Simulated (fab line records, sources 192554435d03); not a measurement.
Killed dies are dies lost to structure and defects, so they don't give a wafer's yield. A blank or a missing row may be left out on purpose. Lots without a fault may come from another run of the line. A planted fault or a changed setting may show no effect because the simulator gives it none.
Which tool did it? | flow n5_finfet | 14 lots, 42 wafers sampled, at 4 steps of a route of 1938

WHAT THE GAUGES READ, wafer by wafer
The record holds no reading of a measuring or inspecting step that can be judged against a usual standard deviation.

WHICH TOOL RAN EACH LOT (tool, then ch and the chambers of the sampled wafers, then the start)
lot  | N5_PMOS_HMC_CHANNEL_EPI_EPI_26 | N5_FIN_SAQP_PEB_14               | N5_FIN_SAQP_ETCH_52               | N5_FIN_SAQP_STRIP_55
L379 | epi_rpcvd-03 ch 0, day 1 22:16 | litho_track-03 ch 0, day 1 23:53 | rie_diel-02 ch 0,2, day 2 01:06   | rie_diel-02 ch 1,2,3, day 2 01:33
L380 | epi_rpcvd-01 ch 0, day 2 03:47 | litho_track-03 ch 0, day 2 05:28 | rie_diel-02 ch 0,1,3, day 2 05:44 | rie_diel-02 ch 0,1,2, day 2 06:02
L381 | epi_rpcvd-03 ch 0, day 2 08:01 | litho_track-03 ch 0, day 2 09:44 | rie_diel-06 ch 1,2,3, day 2 10:15 | rie_diel-06 ch 1,2,3, day 2 10:38
L382 | epi_rpcvd-01 ch 0, day 2 14:50 | litho_track-03 ch 0, day 2 16:42 | rie_diel-05 ch 0,3, day 2 16:58   | rie_diel-02 ch 1,2,3, day 2 17:15
L385 | epi_rpcvd-03 ch 0, day 3 07:37 | litho_track-05, day 3 10:53      | rie_diel-05 ch 0,2,3, day 3 11:08 | rie_diel-02 ch 1,2,3, day 3 11:26
L386 | epi_rpcvd-01 ch 0, day 3 14:12 | litho_track-02, day 3 16:08      | rie_diel-05 ch 0,2,3, day 3 16:24 | rie_diel-06 ch 0,2, day 3 16:46
L392 | epi_rpcvd-03 ch 0, day 5 01:59 | litho_track-02 ch 0, day 5 06:27 | rie_diel-05 ch 1,3, day 5 06:44   | rie_diel-05 ch 1,2, day 5 07:02
L394 | epi_rpcvd-03 ch 0, day 5 14:10 | litho_track-05 ch 0, day 5 15:50 | rie_diel-02 ch 0,1, day 5 16:05   | rie_diel-02 ch 0,2, day 5 16:23
L395 | epi_rpcvd-01 ch 0, day 5 19:32 | litho_track-02 ch 0, day 5 21:28 | rie_diel-02 ch 1,2, day 5 21:43   | rie_diel-02 ch 0,3, day 5 22:01
L396 | epi_rpcvd-01 ch 0, day 6 02:03 | litho_track-02 ch 0, day 6 04:08 | rie_diel-05 ch 0,1,3, day 6 04:23 | rie_diel-05 ch 0,3, day 6 04:41
L398 | epi_rpcvd-03 ch 0, day 6 20:21 | litho_track-02 ch 0, day 6 21:58 | rie_diel-06 ch 0,1,3, day 6 22:14 | rie_diel-02 ch 1,2,3, day 6 22:34
L399 | epi_rpcvd-04 ch 0, day 6 20:54 | litho_track-02 ch 0, day 6 22:50 | rie_diel-05 ch 0,2,3, day 6 23:05 | rie_diel-05 ch 0,2,3, day 6 23:26
L400 | epi_rpcvd-01 ch 0, day 7 03:20 | litho_track-02 ch 0, day 7 05:14 | rie_diel-05 ch 0,1,2, day 7 05:31 | rie_diel-05 ch 0,1, day 7 05:49
L401 | epi_rpcvd-03 ch 0, day 7 09:20 | litho_track-05 ch 0, day 7 10:50 | rie_diel-02 ch 0,2,3, day 7 11:05 | rie_diel-06 ch 2,3, day 7 11:23
- N5_PMOS_HMC_CHANNEL_EPI_EPI_26: deposits Si from SiH4/H2, target thk 3.8 nm, time 22.7 s.
- N5_FIN_SAQP_PEB_14: peb time 60 s.
- N5_FIN_SAQP_ETCH_52: etches SOC in N2/H2, target depth 100 nm, overetch 20 nm, time 150 s.
- N5_FIN_SAQP_STRIP_55: strips in N2/H2.

WHAT THE TOOLS THEMSELVES READ (means of the sampled wafers that have a number; where no wafer has one, the mark that the record gives instead)
N5_PMOS_HMC_CHANNEL_EPI_EPI_26. Usual: chamber_pressure_Torr 20.00 Torr, standard deviation 0.045; throttle_valve_pct 11.3 %, standard deviation 0.56.
lot  | tool         | chamber_pressure_Torr (Torr) | throttle_valve_pct (%) | flag
L379 | epi_rpcvd-03 | 20.01                        | 10.5                   |
L380 | epi_rpcvd-01 | 20.05                        | 11.7                   |
L381 | epi_rpcvd-03 | 19.97                        | 10.6                   |
L382 | epi_rpcvd-01 | 20.01                        | 11.5                   |
L385 | epi_rpcvd-03 | 20.01                        | 10.5                   |
L386 | epi_rpcvd-01 | 19.97                        | 11.7                   |
L392 | epi_rpcvd-03 | 20.05                        | 10.5                   |
L394 | epi_rpcvd-03 | 19.98                        | 10.6                   |
L395 | epi_rpcvd-01 | 19.97                        | 11.7                   |
L396 | epi_rpcvd-01 | 20.03                        | 11.7                   |
L398 | epi_rpcvd-03 | 20.00                        | 10.6                   |
L399 | epi_rpcvd-04 | 19.91                        | 11.9                   |
L400 | epi_rpcvd-01 | 20.03                        | 11.6                   |
L401 | epi_rpcvd-03 | 20.02                        | 10.7                   |

N5_FIN_SAQP_PEB_14. Usual: chill_plate_temp_C 22.98 C, standard deviation 0.11; exhaust_pa 45.0 Pa, standard deviation 0.9.
lot  | tool           | chill_plate_temp_C (C) | exhaust_pa (Pa) | flag
L379 | litho_track-03 | 22.99                  | 46.2            |
L380 | litho_track-03 | 22.77                  | 45.3            |
L381 | litho_track-03 | 23.10                  | 44.7            |
L382 | litho_track-03 | 22.94                  | 44.8            |
L385 | litho_track-05 | -                      | -               | OFF
L386 | litho_track-02 | -                      | -               | OFF
L392 | litho_track-02 | 22.97                  | 43.0            |
L394 | litho_track-05 | 22.91                  | 45.7            |
L395 | litho_track-02 | 22.98                  | 44.9            |
L396 | litho_track-02 | 23.00                  | 45.8            |
L398 | litho_track-02 | 23.00                  | 44.9            |
L399 | litho_track-02 | 22.95                  | 45.4            |
L400 | litho_track-02 | 23.05                  | 45.9            |
L401 | litho_track-05 | 22.96                  | 45.6            |

N5_FIN_SAQP_ETCH_52. Usual: drypump_motor_current_A 5.7 A, standard deviation 0.48; oes_product_au 0.69 a.u., standard deviation 0.077; rf_vpp_V 524.2 V, standard deviation 2.9; showerhead_plenum_p_Torr 2.56 Torr, standard deviation 0.1; throttle_valve_pct 17.90 %, standard deviation 0.28.
lot  | tool        | drypump_motor_current_A (A) | oes_product_au (a.u.) | rf_vpp_V (V) | showerhead_plenum_p_Torr (Torr) | throttle_valve_pct (%) | flag
L379 | rie_diel-02 | 6.1                         | 0.70                  | 526.8        | 2.62                            | 17.66                  |
L380 | rie_diel-02 | 6.2                         | 0.70                  | 525.5        | 2.59                            | 17.62                  |
L381 | rie_diel-06 | 5.6                         | 0.64                  | 520.2        | 2.42                            | 18.19                  |
L382 | rie_diel-05 | 5.6                         | 0.63                  | 524.5        | 2.55                            | 17.85                  |
L385 | rie_diel-05 | 5.4                         | 0.63                  | 523.6        | 2.52                            | 17.91                  |
L386 | rie_diel-05 | 5.4                         | 0.63                  | 523.7        | 2.52                            | 17.92                  |
L392 | rie_diel-05 | 5.1                         | 0.73                  | 526.0        | 2.62                            | 18.00                  |
L394 | rie_diel-02 | 6.5                         | 0.73                  | 526.7        | 2.64                            | 17.55                  |
L395 | rie_diel-02 | 6.1                         | 0.70                  | 526.1        | 2.66                            | 17.71                  |
L396 | rie_diel-05 | 5.3                         | 0.76                  | 524.7        | 2.58                            | 17.81                  |
L398 | rie_diel-06 | 5.8                         | 0.68                  | 523.5        | 2.55                            | 18.14                  |
L399 | rie_diel-05 | 5.5                         | 0.78                  | 526.8        | 2.62                            | 17.64                  |
L400 | rie_diel-05 | 5.6                         | 0.81                  | 525.6        | 2.60                            | 17.71                  |
L401 | rie_diel-02 | 6.0                         | 0.66                  | 524.3        | 2.56                            | 17.76                  |

N5_FIN_SAQP_STRIP_55. Usual: bias_power_w 28.00 W, standard deviation 0.083; drypump_motor_current_A 5.8 A, standard deviation 0.5; oes_product_au 0.77 a.u., standard deviation 0.085; rf_vpp_V 122.0 V, standard deviation 1.6; showerhead_plenum_p_Torr 3.39 Torr, standard deviation 0.13; throttle_valve_pct 19.0 %, standard deviation 0.36.
lot  | tool        | bias_power_w (W) | drypump_motor_current_A (A) | oes_product_au (a.u.) | rf_vpp_V (V) | showerhead_plenum_p_Torr (Torr) | throttle_valve_pct (%) | flag
L379 | rie_diel-02 | 27.91            | 6.1                         | 0.78                  | 123.7        | 3.47                            | 18.8                   |
L380 | rie_diel-02 | 27.87            | 6.3                         | 0.80                  | 122.6        | 3.48                            | 18.7                   |
L381 | rie_diel-06 | 28.07            | 5.6                         | 0.71                  | 121.1        | 3.20                            | 19.4                   |
L382 | rie_diel-02 | 28.04            | 6.1                         | 0.78                  | 121.2        | 3.47                            | 18.8                   |
L385 | rie_diel-02 | 28.05            | 6.1                         | 0.77                  | 122.3        | 3.47                            | 18.8                   |
L386 | rie_diel-06 | 27.97            | 5.6                         | 0.72                  | 122.8        | 3.30                            | 19.4                   |
L392 | rie_diel-05 | 27.96            | 5.4                         | 0.74                  | 122.3        | 3.26                            | 19.0                   |
L394 | rie_diel-02 | 27.97            | 6.1                         | 0.75                  | 120.8        | 3.45                            | 18.9                   |
L395 | rie_diel-02 | 28.05            | 6.2                         | 0.73                  | 121.0        | 3.35                            | 18.7                   |
L396 | rie_diel-05 | 28.04            | 5.2                         | 0.80                  | 120.4        | 3.43                            | 18.9                   |
L398 | rie_diel-02 | 28.05            | 6.1                         | 0.75                  | 122.4        | 3.45                            | 18.9                   |
L399 | rie_diel-05 | 28.09            | 5.5                         | 0.87                  | 122.9        | 3.45                            | 18.8                   |
L400 | rie_diel-05 | 27.93            | 5.7                         | 0.90                  | 121.7        | 3.33                            | 18.9                   |
L401 | rie_diel-06 | 28.01            | 5.3                         | 0.78                  | 121.0        | 3.33                            | 19.1                   |

THE ANSWER, worked out from the rows above alone
Rule: a lot is off if the mean of its wafers that have a number lies more than 3 standard deviations from the usual mean. A lot without any number at a reading at which 4 lots or more have one is off too. The other lots that the step has rows for count as sound. The gauges are gone through in route order, then the tools' own readings, and for those a lot's mean is taken as printed above. The first step at which some lot is off is used, and at that step the reading that is off furthest; a lot without a number counts as furthest.
Off: L385, L386, at N5_FIN_SAQP_PEB_14 (chill_plate_temp_C). Without a number there: L385, L386.
A tool fits if, at that step or a process step before it, it ran every lot that is off, and no sound lot after the first of them. None of those tried fits.

WHAT THE SIMULATOR HAD PUT IN
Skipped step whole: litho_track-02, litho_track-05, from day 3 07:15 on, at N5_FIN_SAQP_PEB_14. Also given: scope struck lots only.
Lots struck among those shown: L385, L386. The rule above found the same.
